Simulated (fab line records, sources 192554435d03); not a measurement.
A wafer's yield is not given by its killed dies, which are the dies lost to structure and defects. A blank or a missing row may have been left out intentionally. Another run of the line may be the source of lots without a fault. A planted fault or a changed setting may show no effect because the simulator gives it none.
fab line records ; flow n5_finfet
record lots=6; wafers=18; last_day=18
route steps=1938 shown BEOL_M5@1186 BEOL_M6@1194
lots untouched by any fault: they come from a run of this same line in which no faults occurred
start_h: hours from the record's opening day to when the first of the lot's shown wafers began ; wait_h: time in hours since the lot's previous step ; " the same as in the row above ; L1.1+2: several wafers, shown together as one row ; - either no value or no given start ; * or withheld: withheld ; < > ~ a bound
route shown NAME@n: a module of which the file shows steps, and the number in the route of the first ; usual: mean/standard deviation taken from wafers without a fault ; same: alike in all rows ; chamber/n: place in a boat ; sites: per-site readings ; _std_site: how widely they spread, as a standard deviation ; _edge_site: inner sites' mean taken away from outer sites' mean ; radius_mm: how far each site lies from the wafer's centre ; mask NAME#n: copy n ; behind: the most recent tool/chamber to have shaped the wafer ; hold: reason for holding the lot/hours on hold/outcome of the hold ; device: transistor that didn't switch, given as n, p or np ; end of line: the route-end tests of the same wafers ; step lacking rows: just its recipe ; killed: count of dies lost to structure and defects at first sort (not the wafer's yield) ; map: shows each die of a wafer: x if killed, . if not, _ if none is there
set.NAME: the setting as run; set.NAME@STEP: as run at that earlier step ; model.NAME: the simulator's own value behind a step, which no gauge read
lots at some steps of the route; a table a step, a row a wafer
services: when a tool's chamber went out of use (start_h, in hours from the record's first day, below 0 if earlier), for how many hours, and the reason
## steps
# step N5_BEOL_M5_CMP_52
# recipe stop_on=SiCOH_lowk; t_overpolish_s=6.9; down_force_psi=1; platen_rpm=50; clearing_platen_down_force_psi=1.5; clearing_platen_rpm=50; post_cmp_clean=cu_alkaline; target_thk_nm=62; clearing_platen_pad_velocity_m_s=0.99484; pad_velocity_m_s=0.99484
# step N5_BEOL_M5_THK_MEAS_53
# recipe thk_meas_gauge=xrf; reads=Cu_of_BEOL_M5_ECD_50
# usual M5_THK=62.1/1.6
lot.wafer;tool;chamber;start_h;wait_h;M5_THK[nm]
L662.1;film_metro-02;-;220.89;-;60.2
L662.3;film_metro-02;-;220.89;-;62.7
L662.5;film_metro-02;-;220.89;-;60.3
L665.2;film_metro-01;-;248.95;-;62.5
L665.3;film_metro-01;-;248.95;-;60.1
L665.6;film_metro-01;-;248.95;-;61.6
L666.3;film_metro-01;-;252.02;-;63.0
L666.4;film_metro-01;-;252.02;-;61.8
L666.6;film_metro-01;-;252.02;-;61.1
L667.1;film_metro-02;-;257.14;-;63.6
L667.2;film_metro-02;-;257.14;-;60.8
L667.5;film_metro-02;-;257.14;-;64.4
L676.1;film_metro-01;-;309.18;-;64.6
L676.5;film_metro-01;-;309.18;-;63.6
L676.6;film_metro-01;-;309.18;-;61.8
L677.3;film_metro-02;-;325.35;-;64.3
L677.4;film_metro-02;-;325.35;-;63.2
L677.5;film_metro-02;-;325.35;-;62.9
# step N5_BEOL_M5_PRE_CLEAN_77
# recipe gas=NH3/H2; time_s=15; temp_c=*; rf_power_w=300
# step N5_BEOL_M5_CO_CAP_78
# recipe material=Co; target_thk_a=20; temp_c=200; precursor=CCTBA/H2; pressure_torr=30; time_s=102.1
# usual heater_power_w=226/11
lot.wafer;tool;chamber;start_h;wait_h;heater_power_w;since_wet_clean_h
L662.1;cvd_co-01;1;220.97;0.0;241;1200
L662.3;cvd_co-01;0;220.97;0.0;225;762
L662.5;cvd_co-01;1;220.97;0.0;238;-
L665.2;cvd_co-02;0;249.03;0.0;196;1009
L665.3;cvd_co-02;2;249.03;0.0;212;550
L665.6;cvd_co-02;1;249.03;0.0;233;-
L666.3;cvd_co-01;0;252.09;0.0;225;793
L666.4;cvd_co-01;1;252.09;0.0;245;-
L666.6;cvd_co-01;0;252.09;0.0;230;-
L667.1;cvd_co-01;0;257.22;0.0;224;799
L667.2;cvd_co-01;1;257.22;0.0;238;1236
L667.5;cvd_co-01;0;257.22;0.0;229;-
L676.1;cvd_co-01;0;309.26;0.0;231;851
L676.5;cvd_co-01;2;309.26;0.0;220;-
L676.6;cvd_co-01;0;309.26;0.0;230;-
L677.3;cvd_co-01;0;325.42;0.0;227;867
L677.4;cvd_co-01;1;325.42;0.0;237;-
L677.5;cvd_co-01;0;325.42;0.0;227;-
# step N5_BEOL_M5_PRE_CLEAN_55
# recipe gas=NH3; time_s=15; temp_c=withheld; rf_power_w=300
# step N5_BEOL_M5_DEP_56
# recipe material=SiCN; target_thk_a=80; temp_c=withheld; precursor=3MS/NH3; pressure_torr=3; rf_w=202; time_s=14
# step N5_BEOL_M5_RS_MEAS_57
# recipe thk_meas_gauge=four-point-probe; reads=Co_of_BEOL_M5_CO_CAP_78+Cu_of_BEOL_M5_ECD_50+Co_of_BEOL_M5_CVD_47+TaN_of_BEOL_M5_ALD_86
# usual M5_RS=0.390/0.012
lot.wafer;tool;chamber;start_h;wait_h;M5_RS[ohm/sq]
L662.1;film_metro-01;-;221.15;0.0;0.407
L662.3;film_metro-01;-;221.15;0.0;0.389
L662.5;film_metro-01;-;221.15;0.0;0.407
L665.2;film_metro-02;-;249.21;0.1;0.389
L665.3;film_metro-02;-;249.21;0.1;0.407
L665.6;film_metro-02;-;249.21;0.1;0.394
L666.3;film_metro-01;-;252.28;0.1;0.387
L666.4;film_metro-01;-;252.28;0.1;0.396
L666.6;film_metro-01;-;252.28;0.1;0.402
L667.1;film_metro-01;-;257.41;0.0;0.384
L667.2;film_metro-01;-;257.41;0.0;0.404
L667.5;film_metro-01;-;257.41;0.0;0.377
L676.1;film_metro-01;-;309.44;0.0;0.371
L676.5;film_metro-01;-;309.44;0.0;0.378
L676.6;film_metro-01;-;309.44;0.0;0.391
L677.3;film_metro-01;-;325.61;0.1;0.369
L677.4;film_metro-01;-;325.61;0.1;0.378
L677.5;film_metro-01;-;325.61;0.1;0.380
# step N5_BEOL_M5_INSPECT_58
# recipe inspect_instrument=darkfield; mode=post_dep
# usual raw_defect_count=73/24
lot.wafer;tool;chamber;start_h;wait_h;raw_defect_count
L662.1;defect_inspect-02;-;221.17;0.0;53
L662.3;defect_inspect-02;-;221.17;0.0;57
L662.5;defect_inspect-02;-;221.17;0.0;72
L665.2;defect_inspect-01;-;249.24;0.0;32
L665.3;defect_inspect-01;-;249.24;0.0;24
L665.6;defect_inspect-01;-;249.24;0.0;50
L666.3;defect_inspect-01;-;252.30;0.0;79
L666.4;defect_inspect-01;-;252.30;0.0;92
L666.6;defect_inspect-01;-;252.30;0.0;42
L667.1;defect_inspect-02;-;257.43;0.0;49
L667.2;defect_inspect-02;-;257.43;0.0;59
L667.5;defect_inspect-02;-;257.43;0.0;62
L676.1;defect_inspect-01;-;309.46;0.0;71
L676.5;defect_inspect-01;-;309.46;0.0;72
L676.6;defect_inspect-01;-;309.46;0.0;139
L677.3;defect_inspect-02;-;325.63;0.0;94
L677.4;defect_inspect-02;-;325.63;0.0;77
L677.5;defect_inspect-02;-;325.63;0.0;78
# step N5_BEOL_M6_ILD_DEP_00
# recipe material=SiCOH_lowk; target_thk_a=1797.5; temp_c=300; precursor=DEMS/porogen; pressure_torr=5; rf_w=500; time_s=33.4
# step N5_BEOL_M6_CURE_74
# recipe temp_c=385; time_s=240; ambient=He/Ar; material=SiCOH_lowk
# usual lamp_power_pct=52.31/0.05; wafer_temp_C_max=386.8/0.53
lot.wafer;tool;chamber;start_h;wait_h;lamp_power_pct;wafer_temp_C_max
L662.1;uv_cure-02;1;221.28;0.0;52.28;387.4
L662.3;uv_cure-02;1;221.28;0.0;52.33;386.9
L662.5;uv_cure-02;1;221.28;0.0;52.33;387.3
L665.2;uv_cure-03;2;249.42;0.1;52.26;385.8
L665.3;uv_cure-03;2;249.42;0.1;52.28;386.2
L665.6;uv_cure-03;2;249.42;0.1;52.25;386.6
L666.3;uv_cure-03;0;252.56;0.2;52.25;386.9
L666.4;uv_cure-03;0;252.56;0.2;52.32;386.2
L666.6;uv_cure-03;0;252.56;0.2;52.33;386.8
L667.1;uv_cure-01;0;257.53;0.0;52.32;386.3
L667.2;uv_cure-01;0;257.53;0.0;52.36;385.9
L667.5;uv_cure-01;0;257.53;0.0;52.31;386.4
L676.1;uv_cure-02;2;309.57;0.0;52.31;387.2
L676.5;uv_cure-02;2;309.57;0.0;52.28;386.6
L676.6;uv_cure-02;2;309.57;0.0;52.31;386.8
L677.3;uv_cure-01;2;326.18;0.5;52.33;386.2
L677.4;uv_cure-01;2;326.18;0.5;52.30;386.6
L677.5;uv_cure-01;2;326.18;0.5;52.35;387.6
# step N5_BEOL_M6_THK_MEAS_01
# recipe reads=SiCOH_lowk_of_BEOL_M6_ILD_DEP_00
# usual M6_ILD_THK=154.2/2
lot.wafer;tool;chamber;start_h;wait_h;M6_ILD_THK[nm]
L662.1;film_metro-02;-;222.27;0.8;153.2
L662.3;film_metro-02;-;222.27;0.8;152.6
L662.5;film_metro-02;-;222.27;0.8;156.7
L665.2;film_metro-02;-;249.85;0.4;149.0
L665.3;film_metro-02;-;249.85;0.4;152.2
L665.6;film_metro-02;-;249.85;0.4;152.6
L666.3;film_metro-01;-;252.92;0.3;155.2
L666.4;film_metro-01;-;252.92;0.3;157.4
L666.6;film_metro-01;-;252.92;0.3;158.2
L667.1;film_metro-01;-;258.53;0.8;154.5
L667.2;film_metro-01;-;258.53;0.8;153.1
L667.5;film_metro-01;-;258.53;0.8;156.3
L676.1;film_metro-01;-;310.56;0.8;154.9
L676.5;film_metro-01;-;310.56;0.8;155.0
L676.6;film_metro-01;-;310.56;0.8;156.1
L677.3;film_metro-01;-;326.85;0.5;153.4
L677.4;film_metro-01;-;326.85;0.5;155.8
L677.5;film_metro-01;-;326.85;0.5;156.1
# step N5_BEOL_M6_PECVD_70
# recipe material=SiO2; target_thk_a=200; temp_c=400; precursor=TEOS/O2; pressure_torr=5.5; rf_w=450; teos_flow_sccm=53.8; gas=O2; flow_sccm=3000; time_s=22.7
# step N5_BEOL_M6_HM_DEP_02
# recipe material=TiN; target_thk_a=200; temp_c=25; chamber_pressure_pa=0.49996
# usual chamber_pressure_pa=0.5000/0.00098; substrate_temp_c=25.01/0.1; throttle_valve_pct=29.8/0.99
lot.wafer;tool;chamber;start_h;wait_h;chamber_pressure_pa;substrate_temp_c;throttle_valve_pct
L662.1;pvd_sputter-03;-;223.19;0.9;0.5003;24.83;28.6
L662.3;pvd_sputter-03;-;223.19;0.9;0.5006;25.07;29.9
L662.5;pvd_sputter-03;-;223.19;0.9;0.5012;24.96;30.5
L665.2;pvd_sputter-03;-;252.08;2.2;0.5005;25.13;29.3
L665.3;pvd_sputter-03;-;252.08;2.2;0.5004;25.01;30.3
L665.6;pvd_sputter-03;-;252.08;2.2;0.4998;25.05;31.8
L666.3;pvd_sputter-02;-;256.43;3.5;-;-;-
L666.4;pvd_sputter-02;-;256.43;3.5;-;-;-
L666.6;pvd_sputter-02;-;256.43;3.5;-;-;-
L667.1;pvd_sputter-02;-;260.72;2.1;-;-;-
L667.2;pvd_sputter-02;-;260.72;2.1;-;-;-
L667.5;pvd_sputter-02;-;260.72;2.1;-;-;-
L676.1;pvd_sputter-02;-;313.84;3.2;0.4981;25.06;29.6
L676.5;pvd_sputter-02;-;313.84;3.2;0.4987;25.02;29.3
L676.6;pvd_sputter-02;-;313.84;3.2;0.4990;25.22;29.1
L677.3;pvd_sputter-03;-;327.37;0.5;0.4989;24.89;31.8
L677.4;pvd_sputter-03;-;327.37;0.5;0.5001;24.82;30.5
L677.5;pvd_sputter-03;-;327.37;0.5;0.4995;24.89;29.9
# step N5_BEOL_M6_COAT_59
# recipe resist=SOC; temp_c=250; time_s=60; spin_rpm=1500; resist_thk_nm=100
# step N5_BEOL_M6_COAT_60
# recipe resist=SiARC; temp_c=220; time_s=60; spin_rpm=1500; resist_thk_nm=35
# step N5_BEOL_M6_COAT_05
# recipe resist=CAR-ArF; spin_rpm=1500; resist_thk_nm=90
# step N5_BEOL_M6_EBR_07
# recipe solvent=PGMEA; ebr_width_mm=1.5
# step N5_BEOL_M6_SOFTBAKE_06
# recipe temp_c=110; time_s=60; resist=CAR-ArF
# step N5_BEOL_M6_EXPOSE_08
# recipe mask_id=M6; na=1.35; source_shape=dipole; sigma_inner=0.817; sigma_outer=0.97; polarization=te; dose_mj=68.25
# step N5_BEOL_M6_PEB_09
# recipe peb_temp_c=withheld; peb_time_s=60; resist=CAR-ArF
# step N5_BEOL_M6_DEVELOP_10
# recipe develop_time_s=30; developer=TMAH; resist=CAR-ArF; rinse_liquid=diw; dry=air_spin; dev_temp_c=23
# step N5_BEOL_M6_CD_MEAS_11
# recipe target_cd_nm=38.5; landing_energy_ev=500; detector=se_inlens; polarity=opening
# usual cd_nm=38.5/0.49
lot.wafer;tool;chamber;start_h;wait_h;cd_nm
L662.1;cd_sem-01;0;223.56;-;38.1
L662.3;cd_sem-01;0;223.56;-;38.0
L662.5;cd_sem-01;0;223.56;-;37.8
L665.2;cd_sem-02;0;252.46;-;37.8
L665.3;cd_sem-02;0;252.46;-;38.3
L665.6;cd_sem-02;0;252.46;-;38.2
L666.3;cd_sem-01;0;256.93;-;38.9
L666.4;cd_sem-01;0;256.93;-;39.1
L666.6;cd_sem-01;0;256.93;-;38.6
L667.1;cd_sem-02;0;261.10;-;38.6
L667.2;cd_sem-02;0;261.10;-;38.5
L667.5;cd_sem-02;0;261.10;-;38.3
L676.1;cd_sem-02;0;314.35;-;38.5
L676.5;cd_sem-02;0;314.35;-;39.3
L676.6;cd_sem-02;0;314.35;-;38.8
L677.3;cd_sem-01;0;330.84;-;39.0
L677.4;cd_sem-01;0;330.84;-;38.3
L677.5;cd_sem-01;0;330.84;-;37.9
# step N5_BEOL_M6_OVL_MEAS_12
# recipe points_per_wafer=44
# usual M6_OVL=0.5/0.65
lot.wafer;tool;chamber;start_h;wait_h;M6_OVL[nm]
L662.1;overlay-01;0;223.59;0.0;0.3
L662.3;overlay-01;0;223.59;0.0;0.7
L662.5;overlay-01;0;223.59;0.0;0.7
L665.2;overlay-01;0;252.48;0.0;0.5
L665.3;overlay-01;0;252.48;0.0;0.2
L665.6;overlay-01;0;252.48;0.0;0.1
L666.3;overlay-02;0;256.96;0.0;1.0
L666.4;overlay-02;0;256.96;0.0;0.9
L666.6;overlay-02;0;256.96;0.0;1.1
L667.1;overlay-01;0;261.13;0.0;-0.4
L667.2;overlay-01;0;261.13;0.0;0.1
L667.5;overlay-01;0;261.13;0.0;0.3
L676.1;overlay-01;0;314.38;0.0;0.8
L676.5;overlay-01;0;314.38;0.0;0.5
L676.6;overlay-01;0;314.38;0.0;0.1
L677.3;overlay-01;0;330.87;0.0;1.2
L677.4;overlay-01;0;330.87;0.0;1.1
L677.5;overlay-01;0;330.87;0.0;0.6
# step N5_BEOL_M6_INSPECT_13
# recipe mode=adi; inspect_instrument=brightfield
# usual raw_defect_count=428/100
lot.wafer;tool;chamber;start_h;wait_h;raw_defect_count
L662.1;defect_inspect-01;-;223.61;0.0;263
L662.3;defect_inspect-01;-;223.61;0.0;322
L662.5;defect_inspect-01;-;223.61;0.0;396
L665.2;defect_inspect-02;-;252.51;0.0;329
L665.3;defect_inspect-02;-;252.51;0.0;327
L665.6;defect_inspect-02;-;252.51;0.0;366
L666.3;defect_inspect-01;-;256.98;0.0;281
L666.4;defect_inspect-01;-;256.98;0.0;263
L666.6;defect_inspect-01;-;256.98;0.0;236
L667.1;defect_inspect-02;-;261.16;0.0;246
L667.2;defect_inspect-02;-;261.16;0.0;233
L667.5;defect_inspect-02;-;261.16;0.0;224
L676.1;defect_inspect-01;-;314.41;0.0;452
L676.5;defect_inspect-01;-;314.41;0.0;511
L676.6;defect_inspect-01;-;314.41;0.0;536
L677.3;defect_inspect-02;-;330.89;0.0;505
L677.4;defect_inspect-02;-;330.89;0.0;526
L677.5;defect_inspect-02;-;330.89;0.0;485
# step N5_BEOL_M6_DESCUM_16
# recipe chemistry=O2; time_s=7.9; source_power_w=50; bias_power_w=20; pressure_mtorr=20; rf_frequency_hz=2.712e+07; temp_c=40; resist=CAR-ArF; o2_flow_sccm=225
# usual chamber_pressure_mTorr=20.00/0.036; drypump_motor_current_A=5.8/0.45; oes_product_au=0.83/0.074; rf_vpp_V=243.6/1.1; showerhead_plenum_p_Torr=2.11/0.064; temp_c=39.99/0.11; throttle_valve_pct=20.37/0.21
lot.wafer;tool;chamber;start_h;wait_h;chamber_pressure_mTorr;drypump_motor_current_A;oes_product_au;rf_hours_counter_h;rf_vpp_V;showerhead_plenum_p_Torr;temp_c;throttle_valve_pct
L662.1;rie_diel-03;0;223.65;0.0;20.01;5.9;0.90;31;244.2;2.13;39.96;20.50
L662.3;rie_diel-03;1;223.65;0.0;20.02;6.0;0.84;59;242.8;2.03;40.04;20.41
L662.5;rie_diel-03;1;223.65;0.0;19.97;6.0;0.84;-;242.2;2.03;40.02;20.42
L665.2;rie_diel-03;1;252.54;0.0;20.00;6.0;0.83;69;243.5;2.03;40.02;20.45
L665.3;rie_diel-03;2;252.54;0.0;20.00;5.3;0.85;53;244.1;2.12;40.01;20.41
L665.6;rie_diel-03;2;252.54;0.0;19.63;5.3;0.86;-;244.5;2.12;39.91;20.41
L666.3;rie_diel-06;2;257.01;0.0;19.97;5.6;0.92;17;243.2;2.14;40.22;20.26
L666.4;rie_diel-06;3;257.01;0.0;20.01;5.7;0.73;206;243.4;2.06;39.83;20.80
L666.6;rie_diel-06;0;257.01;0.0;20.02;5.1;0.76;-;243.5;2.15;40.04;20.32
L667.1;rie_diel-03;3;261.32;0.2;20.00;5.8;0.90;33;242.1;2.04;40.15;20.05
L667.2;rie_diel-03;1;261.32;0.2;20.03;6.0;0.82;72;242.3;2.03;39.96;20.43
L667.5;rie_diel-03;0;261.32;0.2;20.01;5.9;0.87;-;244.4;2.13;40.05;20.52
L676.1;rie_diel-03;0;314.44;0.0;20.01;5.9;0.85;63;243.6;2.12;39.91;20.56
L676.5;rie_diel-03;2;314.44;0.0;19.99;5.3;0.83;-;244.0;2.11;39.94;20.45
L676.6;rie_diel-03;1;314.44;0.0;20.03;6.0;0.80;-;242.2;2.02;40.07;20.47
L677.3;rie_diel-01;0;330.93;0.0;20.00;6.7;0.85;49;242.4;2.14;40.06;20.33
L677.4;rie_diel-01;3;330.93;0.0;19.99;5.5;0.93;18;244.7;2.06;40.13;20.31
L677.5;rie_diel-01;2;330.93;0.0;20.00;5.3;0.88;-;243.0;2.04;40.11;20.25
# step N5_BEOL_M6_ETCH_61
# recipe chemistry=CF4; target=SiARC; target_depth_a=455; mask_material=CAR-ArF; time_s=75.8; ion_energy_ev=80; pressure_mtorr=40; source_w=545; bias_w=36; Ar_flow_sccm=100; cf4_flow_sccm=100; ends=cleared
# usual chamber_pressure_mTorr=40.00/0.035; drypump_motor_current_A=5.8/0.45; etch_rf_on_time_s=75.0/2.1; oes_product_au=0.72/0.063; rf_vpp_V=184.3/0.96; showerhead_plenum_p_Torr=2.17/0.057; throttle_valve_pct=15.56/0.24
lot.wafer;tool;chamber;start_h;wait_h;chamber_pressure_mTorr;drypump_motor_current_A;etch_rf_on_time_s;oes_product_au;rf_hours_counter_h;rf_vpp_V;showerhead_plenum_p_Torr;throttle_valve_pct
L662.1;rie_diel-03;0;223.68;0.0;40.02;5.9;76.8;0.76;31;186.1;2.18;15.66
L662.3;rie_diel-03;1;223.68;0.0;40.04;6.0;75.7;0.73;59;183.3;2.09;15.56
L662.5;rie_diel-03;1;223.68;0.0;39.97;6.0;74.6;0.73;-;183.7;2.09;15.56
L665.2;rie_diel-03;1;252.58;0.0;40.05;6.0;75.3;0.71;69;183.2;2.09;15.59
L665.3;rie_diel-03;2;252.58;0.0;39.93;5.3;77.4;0.72;53;185.6;2.16;15.56
L665.6;rie_diel-03;2;252.58;0.0;40.00;5.3;77.0;0.73;-;184.7;2.16;15.56
L666.3;rie_diel-06;2;257.05;0.0;40.02;5.5;77.4;0.80;17;185.0;2.19;15.43
L666.4;rie_diel-06;3;257.05;0.0;40.05;5.7;74.1;0.63;206;182.9;2.12;16.06
L666.6;rie_diel-06;0;257.05;0.0;40.02;5.1;77.9;0.65;-;186.0;2.22;15.70
L667.1;rie_diel-03;3;261.35;0.0;39.97;5.8;72.0;0.78;33;182.4;2.09;15.23
L667.2;rie_diel-03;1;261.35;0.0;40.02;6.0;75.9;0.71;72;182.3;2.09;15.58
L667.5;rie_diel-03;0;261.35;0.0;40.05;5.9;77.2;0.74;-;184.0;2.18;15.68
L676.1;rie_diel-03;0;314.47;0.0;39.98;5.9;77.4;0.72;63;185.5;2.17;15.72
L676.5;rie_diel-03;2;314.47;0.0;40.04;5.3;78.3;0.70;-;184.4;2.16;15.63
L676.6;rie_diel-03;1;314.47;0.0;40.12;6.0;76.7;0.68;-;183.4;2.08;15.62
L677.3;rie_diel-01;0;330.96;0.0;40.06;6.7;73.3;0.74;49;184.5;2.18;15.47
L677.4;rie_diel-01;3;330.96;0.0;40.03;5.4;72.4;0.80;18;182.7;2.10;15.37
L677.5;rie_diel-01;2;330.96;0.0;40.03;5.3;71.4;0.78;-;183.9;2.10;15.47
# step N5_BEOL_M6_ETCH_62
# recipe chemistry=N2/H2; target=SOC; target_depth_a=1100; overetch_a=220; mask_material=SiARC; temp_c=40; time_s=165; ion_energy_ev=200; pressure_mtorr=30; source_w=840; bias_w=150; n2_flow_sccm=200; h2_flow_sccm=200
# usual chamber_pressure_mTorr=30.002/0.029; drypump_motor_current_A=5.8/0.45; oes_product_au=0.71/0.06; rf_vpp_V=524.7/2; showerhead_plenum_p_Torr=2.58/0.073; temp_c=40.00/0.11; throttle_valve_pct=17.82/0.28
lot.wafer;tool;chamber;start_h;wait_h;chamber_pressure_mTorr;drypump_motor_current_A;oes_product_au;rf_hours_counter_h;rf_vpp_V;showerhead_plenum_p_Torr;temp_c;throttle_valve_pct
L662.1;rie_diel-03;0;223.74;0.0;30.007;5.9;0.76;31;525.4;2.58;40.03;17.90
L662.3;rie_diel-03;1;223.74;0.0;29.997;6.0;0.71;59;523.0;2.47;40.14;17.80
L662.5;rie_diel-03;1;223.74;0.0;29.978;6.0;0.71;-;522.5;2.47;40.04;17.80
L665.2;rie_diel-03;1;252.63;0.0;30.050;6.0;0.70;69;521.7;2.47;40.14;17.83
L665.3;rie_diel-03;2;252.63;0.0;30.027;5.4;0.73;53;524.2;2.59;39.75;17.88
L665.6;rie_diel-03;2;252.63;0.0;29.973;5.3;0.73;-;524.1;2.59;39.78;17.88
L666.3;rie_diel-06;2;257.11;0.0;30.000;5.6;0.79;17;526.2;2.61;39.98;17.78
L666.4;rie_diel-06;3;257.11;0.0;29.958;5.7;0.62;206;523.3;2.53;39.90;18.38
L666.6;rie_diel-06;0;257.11;0.0;30.020;5.1;0.65;-;526.7;2.65;40.05;18.03
L667.1;rie_diel-03;3;261.41;0.0;30.005;5.8;0.76;33;522.3;2.48;39.90;17.52
L667.2;rie_diel-03;1;261.41;0.0;29.999;6.0;0.70;72;522.3;2.47;39.99;17.81
L667.5;rie_diel-03;0;261.41;0.0;29.981;5.9;0.73;-;525.5;2.58;39.95;17.91
L676.1;rie_diel-03;0;314.53;0.0;29.994;5.9;0.71;63;525.0;2.57;40.09;17.96
L676.5;rie_diel-03;2;314.53;0.0;30.044;5.3;0.70;-;523.5;2.58;40.10;17.92
L676.6;rie_diel-03;1;314.53;0.0;30.077;6.0;0.68;-;521.5;2.46;40.04;17.84
L677.3;rie_diel-01;0;331.02;0.0;29.993;6.7;0.72;49;525.1;2.60;40.15;17.66
L677.4;rie_diel-01;3;331.02;0.0;30.030;5.5;0.78;18;523.3;2.49;40.04;17.73
L677.5;rie_diel-01;2;331.02;0.0;29.985;5.3;0.74;-;523.2;2.49;40.10;17.70
# step N5_BEOL_M6_STRIP_68
# recipe chemistry=N2/H2; temp_c=40; n2_flow_sccm=200; h2_flow_sccm=200; rf_frequency_hz=6e+07
# step N5_BEOL_M6_STRIP_67
# recipe chemistry=CF4; resist=SiARC; power_w=300; bias_power_w=75; pressure_mtorr=50; cf4_flow_sccm=150; rf_frequency_hz=6e+07
# step N5_BEOL_M6_HM_OPEN_17
# recipe chemistry=Cl2/BCl3; target_depth_a=200; overetch_a=60; target=TiN; mask_material=SOC; ion_energy_ev=150; pressure_mtorr=10; icp_w=1000; bias_w=126; Cl2_flow_sccm=53.25; bcl3_flow_sccm=21.75; Ar_flow_sccm=25
# usual chamber_pressure_mTorr=10.000/0.0089; drypump_motor_current_A=5.7/0.41; oes_product_au=0.61/0.097; throttle_valve_pct=22.32/0.19
lot.wafer;tool;chamber;start_h;wait_h;chamber_pressure_mTorr;drypump_motor_current_A;oes_product_au;rf_hours_counter_h;throttle_valve_pct;model.etch.depth_nm
L662.1;rie_metal-02;1;223.92;0.0;9.991;6.1;0.57;86;22.39;20.06
L662.3;rie_metal-02;1;223.92;0.0;9.998;6.1;0.58;-;22.40;20.26
L662.5;rie_metal-02;1;223.92;0.0;9.999;6.1;0.57;-;22.40;19.98
L665.2;rie_metal-02;1;252.83;0.0;10.001;6.1;0.57;89;22.37;20.31
L665.3;rie_metal-02;0;252.83;0.0;9.987;5.1;0.66;-;22.06;20.12
L665.6;rie_metal-02;1;252.83;0.0;9.997;6.1;0.56;-;22.38;20.12
L666.3;rie_metal-01;1;257.35;0.1;10.001;6.1;0.25;-;23.20;0
L666.4;rie_metal-01;1;257.35;0.1;9.999;6.1;0.25;-;23.20;0
L666.6;rie_metal-01;1;257.35;0.1;10.003;6.1;0.25;-;23.18;0
L667.1;rie_metal-03;0;261.60;0.0;9.996;5.7;0.22;129;23.12;0
L667.2;rie_metal-03;0;261.60;0.0;10.002;5.7;0.22;-;23.10;0
L667.5;rie_metal-03;0;261.60;0.0;9.999;5.7;0.23;-;23.14;0
L676.1;rie_metal-01;0;314.72;0.0;10.009;5.6;0.79;5;22.21;19.59
L676.5;rie_metal-01;0;314.72;0.0;9.984;5.6;0.79;-;22.22;19.29
L676.6;rie_metal-01;1;314.72;0.0;9.988;6.1;0.55;-;22.56;19.64
L677.3;rie_metal-03;0;331.23;0.1;9.988;5.7;0.83;-;22.01;20.02
L677.4;rie_metal-03;1;331.23;0.1;9.997;5.1;0.74;-;22.04;19.99
L677.5;rie_metal-03;0;331.23;0.1;9.992;5.7;0.82;-;22.01;20.14
# step N5_BEOL_M6_STRIP_19
# recipe chemistry=O2; power_w=400; temp_c=40; pressure_mtorr=30; rf_frequency_hz=6e+07; bias_power_w=0; overash_fraction=0.2; o2_flow_sccm=225
# step N5_BEOL_M6_CD_MEAS_18
# recipe pitch_nm=80; target_cd_nm=40
# usual cd_nm=40.1/0.53
lot.wafer;tool;chamber;start_h;wait_h;cd_nm
L662.1;cd_sem-03;-;224.17;0.0;39.5
L662.3;cd_sem-03;-;224.17;0.0;39.8
L662.5;cd_sem-03;-;224.17;0.0;40.5
L665.2;cd_sem-02;-;253.01;0.1;38.9
L665.3;cd_sem-02;-;253.01;0.1;39.8
L665.6;cd_sem-02;-;253.01;0.1;39.8
L666.3;cd_sem-03;-;257.63;0.1;-
L666.4;cd_sem-03;-;257.63;0.1;-
L666.6;cd_sem-03;-;257.63;0.1;-
L667.1;cd_sem-03;-;261.94;0.0;-
L667.2;cd_sem-03;-;261.94;0.0;-
L667.5;cd_sem-03;-;261.94;0.0;-
L676.1;cd_sem-02;-;314.90;0.0;40.3
L676.5;cd_sem-02;-;314.90;0.0;40.5
L676.6;cd_sem-02;-;314.90;0.0;39.7
L677.3;cd_sem-01;-;331.59;0.1;40.6
L677.4;cd_sem-01;-;331.59;0.1;39.8
L677.5;cd_sem-01;-;331.59;0.1;40.0
# step N5_BEOL_M6_COAT_63
# recipe resist=SOC; temp_c=250; time_s=60; spin_rpm=1500; resist_thk_nm=60
## services
tool;chamber;start_h;hours;kind
rie_diel-01;2;210.24;-;clean
rie_diel-01;2;210.24;-;consumable_replace:focus_ring
rie_diel-01;2;210.24;15.4;scheduled_down
rie_diel-01;2;210.24;15.4;vent_cycle
rie_metal-03;0;213.09;4.3;repair
uv_cure-03;-;217.02;2.8;pm
rie_metal-01;1;217.82;15.9;repair
rie_diel-03;-;221.21;0.3;repair
uv_cure-03;-;225.74;0.6;repair
uv_cure-03;-;230.33;0.5;repair
rie_metal-03;1;245.22;17.3;repair
uv_cure-02;-;245.75;14.6;pm
rie_diel-01;3;247.96;-;clean
rie_diel-01;3;247.96;-;consumable_replace:focus_ring
rie_diel-01;3;247.96;16.2;scheduled_down
rie_diel-01;3;247.96;16.2;vent_cycle
rie_metal-01;0;250.39;-;clean
cvd_co-01;1;257.55;8.4;repair
uv_cure-02;-;260.35;7.5;pm
rie_diel-03;1;267.61;8.5;repair
rie_diel-01;-;282.13;15.6;pm
rie_diel-03;0;288.61;3.7;repair
rie_diel-06;-;319.09;2.8;pm
uv_cure-03;-;324.78;24.9;pm
## key
first_sign step=N5_BEOL_M6_HM_DEP_02; reading=tool_record; direction=missing
effect step=N5_BEOL_M6_HM_OPEN_17; reading=oes_product_au; direction=down; sigmas=3.9; usual=0.61; struck=0.24
effect step=N5_BEOL_M6_CD_MEAS_18; reading=cd_nm; direction=missing
model_effect step=N5_BEOL_M6_HM_OPEN_17; value=etch.depth_nm; without=19.9; struck=0
met_at N5_BEOL_M6_HM_DEP_02
struck_wafers L666.3,L666.4,L666.6,L667.1,L667.2,L667.5
later_rows_left_out L666.3,L666.4,L666.6,L667.1,L667.2,L667.5
sort_left_out L666.3,L666.4,L666.6,L667.1,L667.2,L667.5
fault kind=skipped_step_whole; tool=pvd_sputter-02; chamber=-; onset_h=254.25; steps=N5_BEOL_M6_HM_DEP_02; scope=struck_lots_only
# sort_left_out: the simulated sort isn't trusted on such a fault, so these wafers' sort isn't shown, and their yield isn't known
# later_rows_left_out: the simulator's readings of these wafers behind a module that went badly wrong aren't trusted and aren't shown, but for the sort
